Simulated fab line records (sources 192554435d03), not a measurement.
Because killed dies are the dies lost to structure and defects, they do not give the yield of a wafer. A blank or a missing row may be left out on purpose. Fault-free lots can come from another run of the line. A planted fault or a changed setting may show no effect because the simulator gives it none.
Chamber matching / flow n5 finfet / N5_PMOS_HMC_CHANNEL_EPI_ETCH_38 on rie si-02 has 4 sister chambers
The step etches SiO2 in CF4, target depth 1.5 nm. 4 wafers are shown with their chamber, then 7 later ones without.

== EACH WAFER AND ITS CHAMBER ==
wafer=L077.2; chamber=1; throttle valve pct (%)=21.62
wafer=L086.2; chamber=2; throttle valve pct (%)=21.44
wafer=L087.2; chamber=3; throttle valve pct (%)=21.88
wafer=L087.4; chamber=0; throttle valve pct (%)=21.95

== WAFERS WITH NO CHAMBER GIVEN ==
wafer=L087.6; throttle valve pct (%)=21.64
wafer=L095.2; throttle valve pct (%)=21.96
wafer=L095.4; throttle valve pct (%)=21.93
wafer=L095.5; throttle valve pct (%)=21.61
wafer=L096.1; throttle valve pct (%)=21.62
wafer=L096.4; throttle valve pct (%)=21.64
wafer=L096.5; throttle valve pct (%)=21.89

== THE CHAMBER EACH PASSED THROUGH ==
wafer=L087.6; from the rows above=1; in truth=1
wafer=L095.2; from the rows above=0; in truth=0
wafer=L095.4; from the rows above=0; in truth=0
wafer=L095.5; from the rows above=1; in truth=1
wafer=L096.1; from the rows above=1; in truth=1
wafer=L096.4; from the rows above=1; in truth=1
wafer=L096.5; from the rows above=3; in truth=3
Correct placement for 7 of the 7. From these rows, 0 cannot be placed. Placed wrongly: 0.
How it was worked out, from the rows above alone: a wafer's distance from a chamber is the root of the sum, over the readings, of the square of ((its reading less the chamber's mean) divided by the reading's scatter). The wafer belongs to the nearest chamber; if the next one is less than 2 further off, it can't be placed. For every chamber, the mean is computed from those of its wafers that are shown. The scatter (one wafer shown for each chamber): square how far every hidden wafer sits from the nearest shown wafer, average those squares and take the square root.
